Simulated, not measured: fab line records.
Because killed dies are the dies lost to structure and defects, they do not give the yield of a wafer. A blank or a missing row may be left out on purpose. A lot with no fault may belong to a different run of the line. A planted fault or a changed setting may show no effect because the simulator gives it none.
fab line records	flow n5Finfet
record: lots: 6	wafers: 16	lastDay: 17
route steps=1938 shown SDB@376 DUMMY_REMOVAL@377 HKMG_FIN@385 BEOL_M4@1111
lots that met no fault: from a run of the same line without faults
startH: start of the lot's first displayed wafer, in hours after the record's first day	waitH: how many hours have passed since the lot's step before this one	" unchanged from the row above	L1.1+2: a single row standing in for several wafers	- no value, or no start given	* or withheld: withheld	< > ~ a bound
route shown NAME@n: NAME is a module with steps in the file, n the number in the route of the first one	usual: average and standard deviation across the fault-free wafers	same: alike in all rows	chamber/n: place in a boat	sites: the reading at each site	_std_site: standard deviation across them	_edge_site: mean of outer sites minus mean of inner sites	radiusMm: for every site, how far away it sits from the centre of the wafer	mask NAME#n: copy n	behind: the last tool/chamber to shape the wafer	hold: what put the lot on hold/how long, in hours/how the hold closed	device: whichever transistor did not switch (one of n, p or np)	end of line: the route-end tests of the same wafers	for a step that has no rows: nothing shown but its recipe	killed: the dies lost at the first sort to structure and to defects; this is not the yield of the wafer	map: shows each die of a wafer: x if killed, . if not, _ if none is there
set.NAME: the setting as run; set.NAME@STEP: as run at that earlier step	model.NAME: the simulator's own value behind a step, which no gauge read
a table for each step, a row for each wafer; lots at some steps of the route
services: a tool's chamber out of use, with start hour (startH, from the record's first day; less than 0 if before it), hours out, and reason
== steps ==
step: N5_SDB_INSPECT_36
recipe: inspectInstrument: darkfield	mode: postCmp
usual: rawDefectCount: 32/14
lot.wafer	tool	chamber	startH	waitH	rawDefectCount
L808.3	defectInspect-01	-	120.27	0.0	53
L808.4	"	-	"	"	26
L808.6	"	-	"	"	20
L809.1	defectInspect-01	-	125.16	0.0	39
L809.5	"	-	"	"	35
L809.6	"	-	"	"	35
L811.3	defectInspect-02	-	138.99	0.0	27
L811.6	"	-	"	"	34
L812.3	defectInspect-02	-	142.95	0.0	49
L812.6	"	-	"	"	17
L821.3	defectInspect-01	-	196.14	0.0	25
L821.4	"	-	"	"	25
L821.5	"	-	"	"	22
L823.3	defectInspect-02	-	207.23	0.0	22
L823.4	"	-	"	"	24
L823.6	"	-	"	"	18
step: N5_DUMMY_REMOVAL_HM_STRIP_01
recipe: chemistry: CH3F/O2	material: SiNx	targetDepthA: 40	stopOn: poly-Si	timeS: 6.8	overEtchFrac: 0.3	ionEnergyEv: 60	powerW: 410	biasW: 29	Ar_flow_sccm: 150	CH3F_flow_sccm: 30	O2_flow_sccm: 20
usual: drypumpMotorCurrentA: 5.5/0.45	oesProductAu: 0.63/0.079	rfVppV: 127.7/0.9	showerheadPlenumPTorr: 2.03/0.074	throttleValvePct: 16.30/0.19
lot.wafer	tool	chamber	startH	waitH	drypumpMotorCurrentA	oesProductAu	rfHoursCounterH	rfVppV	showerheadPlenumPTorr	throttleValvePct
L808.3	rieDiel-04	1	120.30	0.0	5.1	0.57	230	126.3	2.05	16.32
L808.4	"	2	"	"	4.7	0.79	-	129.1	2.15	16.14
L808.6	"	1	"	"	5.1	0.56	-	127.7	2.05	16.32
L809.1	rieDiel-02	2	125.21	0.0	5.1	0.59	187	127.8	2.00	16.26
L809.5	"	3	"	"	4.9	0.74	-	126.9	1.96	16.29
L809.6	"	0	"	"	6.5	0.56	-	127.7	2.05	16.22
L811.3	rieDiel-02	2	139.18	0.2	5.1	0.58	192	127.6	2.00	16.25
L811.6	"	0	"	"	6.5	0.56	-	127.8	2.05	16.22
L812.3	rieDiel-04	3	142.99	0.0	5.9	0.58	202	126.9	1.89	16.60
L812.6	"	1	"	"	5.1	0.57	-	128.4	2.05	16.33
L821.3	rieDiel-01	3	196.19	0.0	5.7	0.56	200	127.6	2.07	16.33
L821.4	"	2	"	"	5.4	0.58	184	128.1	1.99	16.53
L821.5	"	1	"	"	6.0	0.79	-	127.0	1.97	15.78
L823.3	rieDiel-01	2	207.47	0.2	5.4	0.58	187	126.3	1.99	16.54
L823.4	"	3	"	"	5.7	0.56	202	128.2	2.06	16.33
L823.6	"	3	"	"	5.7	0.56	-	128.4	2.06	16.33
step: N5_DUMMY_REMOVAL_STRIP_10
recipe: chemistry: N2/H2	timeS: 40	powerW: 100	tempC: 40	pressureMtorr: 100	rfFrequencyHz: 6e+07	biasPowerW: 3	n2FlowSccm: 300	h2FlowSccm: 300
usual: drypumpMotorCurrentA: 5.5/0.46	oesProductAu: 0.78/0.1	rfVppV: 45.4/0.81	showerheadPlenumPTorr: 3.42/0.12	throttleValvePct: 12.18/0.24
lot.wafer	tool	chamber	startH	waitH	drypumpMotorCurrentA	oesProductAu	rfHoursCounterH	rfVppV	showerheadPlenumPTorr	throttleValvePct
L808.3	rieDiel-04	1	120.33	0.0	5.1	0.70	230	45.3	3.48	12.33
L808.4	"	2	"	"	4.7	0.97	-	45.0	3.61	11.88
L808.6	"	1	"	"	5.1	0.70	-	45.8	3.48	12.34
L809.1	rieDiel-02	2	125.24	0.0	5.1	0.73	187	46.6	3.38	12.20
L809.5	"	3	"	"	5.0	0.90	-	43.5	3.31	12.17
L809.6	"	0	"	"	6.5	0.70	-	46.4	3.47	12.27
L811.3	rieDiel-02	2	139.22	0.0	5.1	0.73	192	45.9	3.37	12.21
L811.6	"	0	"	"	6.5	0.69	-	45.0	3.47	12.28
L812.3	rieDiel-04	3	143.02	0.0	5.9	0.71	202	46.2	3.21	12.52
L812.6	"	1	"	"	5.1	0.69	-	46.7	3.47	12.37
L821.3	rieDiel-01	3	196.22	0.0	5.7	0.70	200	46.2	3.47	12.17
L821.4	"	2	"	"	5.4	0.71	184	46.5	3.38	12.53
L821.5	"	1	"	"	6.0	0.99	-	45.3	3.29	11.54
L823.3	rieDiel-01	2	207.51	0.0	5.4	0.70	187	45.4	3.38	12.55
L823.4	"	3	"	"	5.7	0.69	202	44.3	3.47	12.18
L823.6	"	3	"	"	5.7	0.70	-	45.2	3.47	12.19
step: N5_DUMMY_REMOVAL_PRECLEAN_07
recipe: chemistry: dHF	timeS: 30	tempC: 25	dilution: withheld
step: N5_DUMMY_REMOVAL_DUMMY_REMOVE_02
recipe: chemistry: TMAH	tempC: 70	target: poly-Si	stopOn: SiO2	targetDepthNm: 142	concWtPct: 5	timeS: 57	dry: ipaMarangoni	rinseTimeS: 30	rinseTempC: 23
step: N5_DUMMY_REMOVAL_INSPECT_06
recipe: inspectInstrument: brightfield	mode: aei
usual: rawDefectCount: 13/5.6
lot.wafer	tool	chamber	startH	waitH	rawDefectCount
L808.3	defectInspect-01	-	120.50	0.0	13
L808.4	"	-	"	"	11
L808.6	"	-	"	"	11
L809.1	defectInspect-01	-	125.40	0.0	4
L809.5	"	-	"	"	15
L809.6	"	-	"	"	8
L811.3	defectInspect-02	-	139.38	0.0	9
L811.6	"	-	"	"	12
L812.3	defectInspect-02	-	143.19	0.0	8
L812.6	"	-	"	"	11
L821.3	defectInspect-02	-	196.38	0.0	10
L821.4	"	-	"	"	14
L821.5	"	-	"	"	8
L823.3	defectInspect-01	-	207.67	0.0	19
L823.4	"	-	"	"	19
L823.6	"	-	"	"	19
step: N5_DUMMY_REMOVAL_PRECLEAN_08
recipe: chemistry: NF3:NH3	afsCycles: 2	tempC: 30	timeS: 20	sublimationTempC: 180	sublimationTimeS: 60	pressureTorr: 3	rfPowerW: 30
step: N5_DUMMY_REMOVAL_PRECLEAN_04
recipe: chemistry: DHF	timeS: 37	tempC: 25	dilution: 500:1
step: N5_DUMMY_REMOVAL_SRD_05
recipe: dry: ipaMarangoni	doPpb: 5	timeS: 30	tempC: 23	rinseLiquid: diw
step: N5_HKMG_FIN_IL_REGROW_00
recipe: material: SiO2	targetThkA: 7.5	chemistry: O3	tempC: withheld	timeS: 30
step: N5_HKMG_FIN_HK_ALD_01
recipe: material: HfO2	targetThkA: 16	tempC: withheld	aldPrecursorFamily: HfCl4	aldCoReactant: H2O	pulseTimeS: 3	purgeTimeS: 3	coReactantPurgeTimeS: 2.5	coReactantPulseTimeS: 0.3	aldCycles: 30
usual: coReactantPulseTimeS: 0.3/0	precursorPulseHeightRel: 0.998/0.02
lot.wafer	tool	chamber	startH	waitH	coReactantPulseTimeS	precursorPulseHeightRel
L808.3	aldHk-01	2	120.94	0.0	0.3	1.011
L808.4	"	0	"	"	0.3	1.026
L808.6	"	0	"	"	0.3	1.025
L809.1	aldHk-01	2	125.77	0.0	0.3	0.987
L809.5	"	0	"	"	0.3	1.016
L809.6	"	1	"	"	0.3	0.995
L811.3	aldHk-01	2	139.74	0.0	0.3	1.022
L811.6	"	1	"	"	0.3	1.025
L812.3	aldHk-03	1	143.55	0.0	0.3	0.957
L812.6	"	1	"	"	0.3	0.985
L821.3	aldHk-01	2	196.74	0.0	0.3	0.966
L821.4	"	0	"	"	0.3	0.989
L821.5	"	0	"	"	0.3	1.027
L823.3	aldHk-03	1	208.03	0.0	0.3	0.986
L823.4	"	2	"	"	0.3	1.012
L823.6	"	2	"	"	0.3	0.989
step: N5_HKMG_FIN_HK_ANNEAL_02
recipe: tempC: 700	timeS: 30	ambient: N2	idleTempC: 600	rampUpCPerS: 150	rampDownCPerS: 60	coolToC: 600
usual: lampPowerPct: 8.80/0.056	wafer_temp_C_max: 702.9/0.73
lot.wafer	tool	chamber	startH	waitH	lampPowerPct	wafer_temp_C_max
L808.3	rtpAnneal-01	0	121.19	0.2	8.74	703.5
L808.4	"	0	"	"	8.74	703.3
L808.6	"	0	"	"	8.89	702.2
L809.1	rtpAnneal-01	0	125.97	0.1	8.84	703.2
L809.5	"	0	"	"	8.84	703.3
L809.6	"	0	"	"	8.75	702.4
L811.3	rtpAnneal-02	0	139.99	0.2	8.80	702.6
L811.6	"	0	"	"	8.81	702.7
L812.3	rtpAnneal-01	0	143.80	0.2	8.72	702.7
L812.6	"	0	"	"	8.85	702.1
L821.3	rtpAnneal-01	0	197.00	0.2	8.79	702.9
L821.4	"	0	"	"	8.78	703.4
L821.5	"	0	"	"	8.80	703.4
L823.3	rtpAnneal-01	0	208.27	0.2	8.80	702.5
L823.4	"	0	"	"	8.76	702.8
L823.6	"	0	"	"	8.75	702.1
step: N5_HKMG_FIN_ALD_74
recipe: material: La2O3	targetThkA: 5	tempC: 250	aldPrecursorFamily: La-Cp	aldCoReactant: O3	pulseTimeS: 6	coReactantPulseTimeS: 1	purgeTimeS: 3	coReactantPurgeTimeS: 3
usual: coReactantPulseTimeS: 1/0	heaterPowerW: 322/30	precursorPulseHeightRel: 1.002/0.017
lot.wafer	tool	chamber	startH	waitH	coReactantPulseTimeS	heaterPowerW	precursorPulseHeightRel
L808.3	aldHk-02	0	121.34	0.1	1	321	1.020
L808.4	"	2	"	"	1	275	1.002
L808.6	"	3	"	"	1	316	1.020
L809.1	aldHk-02	2	126.19	0.2	1	274	1.005
L809.5	"	0	"	"	1	310	0.986
L809.6	"	3	"	"	1	303	1.019
L811.3	aldHk-02	3	140.14	0.1	1	311	0.975
L811.6	"	2	"	"	0.86426	283	0.968
L812.3	aldHk-02	2	143.95	0.1	1	273	0.996
L812.6	"	0	"	"	0.86426	308	1.014
L821.3	aldHk-03	3	197.16	0.1	1	350	1.005
L821.4	"	2	"	"	1	380	1.013
L821.5	"	2	"	"	1	370	1.012
L823.3	aldHk-01	3	208.43	0.1	1	300	1.005
L823.4	"	0	"	"	1	377	0.992
L823.6	"	2	"	"	1	319	1.019
step: N5_HKMG_FIN_ALD_75
recipe: material: Al2O3	targetThkA: 10	tempC: 150	aldPrecursorFamily: TMA	aldCoReactant: H2O	pulseTimeS: withheld	coReactantPulseTimeS: 1
usual: heaterPowerW: 139/13	precursorPulseHeightRel: 0.999/0.018
lot.wafer	tool	chamber	startH	waitH	heaterPowerW	precursorPulseHeightRel
L808.3	aldHk-02	0	121.42	0.0	133	0.998
L808.4	"	2	"	"	119	1.004
L808.6	"	3	"	"	130	0.979
L809.1	aldHk-02	2	126.27	0.0	120	0.989
L809.5	"	0	"	"	133	0.971
L809.6	"	3	"	"	132	0.996
L811.3	aldHk-02	3	140.30	0.1	136	0.985
L811.6	"	2	"	"	121	0.971
L812.3	aldHk-02	2	144.03	0.0	125	1.031
L812.6	"	0	"	"	134	1.002
L821.3	aldHk-03	3	197.24	0.0	146	1.016
L821.4	"	2	"	"	161	1.014
L821.5	"	2	"	"	160	1.003
L823.3	aldHk-01	3	208.51	0.0	129	0.989
L823.4	"	0	"	"	156	1.028
L823.6	"	2	"	"	138	0.979
step: N5_BEOL_M4_RC_MEAS_101
usual: DIBL_N: 35.8/1.8	DIBL_P: 35.6/2	IOFF_N: 0.148/0.028	IOFF_P: 0.20/0.034	ION_N: 672/12	ION_P: 462/8.5	SS_N: 71.2/0.65	SS_P: 73.1/0.67	VT_N: 251/3.3	VT_P: -251/3.8
lot.wafer	tool	chamber	startH	waitH	DIBL_N[mV/V]	DIBL_P[mV/V]	IOFF_N[nA/um]	IOFF_P[nA/um]	ION_N[uA/um]	ION_P[uA/um]	SS_N[mV/dec]	SS_P[mV/dec]	VT_N[mV]	VT_P[mV]
L808.3	prober-01	0	204.53	0.3	34.5	34.1	0.130	0.21	667	461	70.9	72.8	254	-248
L808.4	"	0	"	"	34.9	34.2	0.126	0.21	667	468	70.9	72.9	253	-248
L808.6	"	0	"	"	34.5	32.8	0.126	0.19	676	471	70.6	73.7	253	-252
L809.1	prober-02	0	218.10	0.0	36.0	35.9	0.134	0.21	676	468	71.1	72.8	253	-247
L809.5	"	0	"	"	36.2	35.7	0.143	0.20	680	466	70.4	73.2	251	-247
L809.6	"	0	"	"	35.4	35.4	0.123	0.20	659	465	71.1	73.1	253	-251
L811.3	prober-01	0	231.85	0.3	34.7	34.5	0.150	0.18	697	468	70.6	72.7	248	-251
L811.6	"	0	"	"	35.9	36.8	0.151	0.23	670	467	70.8	72.7	249	-248
L812.3	prober-01	0	242.45	0.3	35.0	36.5	0.149	0.22	667	466	71.0	73.6	250	-251
L812.6	"	0	"	"	35.4	36.0	0.158	0.24	665	464	71.1	73.4	248	-247
L821.3	prober-01	0	290.62	0.3	36.1	36.8	0.140	0.20	661	454	71.8	73.3	253	-249
L821.4	"	0	"	"	38.2	38.9	0.176	0.23	672	461	72.2	73.3	248	-251
L821.5	"	0	"	"	36.3	37.5	0.148	0.20	662	455	71.2	74.3	250	-250
L823.3	prober-02	0	311.02	0.3	34.3	34.4	0.142	0.20	690	471	70.7	72.1	253	-250
L823.4	"	0	"	"	37.9	38.2	0.200	0.25	686	472	71.2	73.8	247	-247
L823.6	"	0	"	"	38.1	38.1	0.214	0.26	705	481	71.2	72.8	243	-244
== services ==
tool	chamber	startH	hours	kind
aldHk-02	-	102.69	0.2	repair
rtpAnneal-02	-	106.03	1.2	pm
rieDiel-04	0	116.36	-	clean
rieDiel-04	0	116.36	-	consumableReplace:focusRing
rieDiel-04	0	116.36	15.9	scheduledDown
rieDiel-04	0	116.36	15.9	ventCycle
rieDiel-01	1	151.64	-	clean
rieDiel-01	1	151.64	-	consumableReplace:focusRing
rieDiel-01	1	151.64	17.7	scheduledDown
rieDiel-01	1	151.64	17.7	ventCycle
aldHk-03	-	167.10	2.8	pm
rieDiel-04	1	178.16	-	clean
rieDiel-04	1	178.16	-	consumableReplace:focusRing
rieDiel-04	1	178.16	17.2	scheduledDown
rieDiel-04	1	178.16	17.2	ventCycle
rieDiel-02	0	185.57	-	clean
rieDiel-02	0	185.57	-	consumableReplace:focusRing
rieDiel-02	0	185.57	15.5	scheduledDown
rieDiel-02	0	185.57	15.5	ventCycle
rieDiel-01	1	187.31	5.4	repair
== key ==
firstSign: step: N5_HKMG_FIN_ALD_74	reading: coReactantPulseTimeS	direction: down	sigmas: 99+	usual: *	struck: *
effect none on later readings
metAt N5_HKMG_FIN_ALD_74
struckWafers L811.6,L812.6
onsetBetween 126.19 140.14
fault: kind: processParameterDrift	tool: aldHk-02	chamber: -	onsetH: 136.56	steps: N5_HKMG_FIN_ALD_74	channel: coReactantPulseTimeS	offset: *	shape: step	endH: 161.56	scope: struckWafersOnly	actsIn: *	stated: *
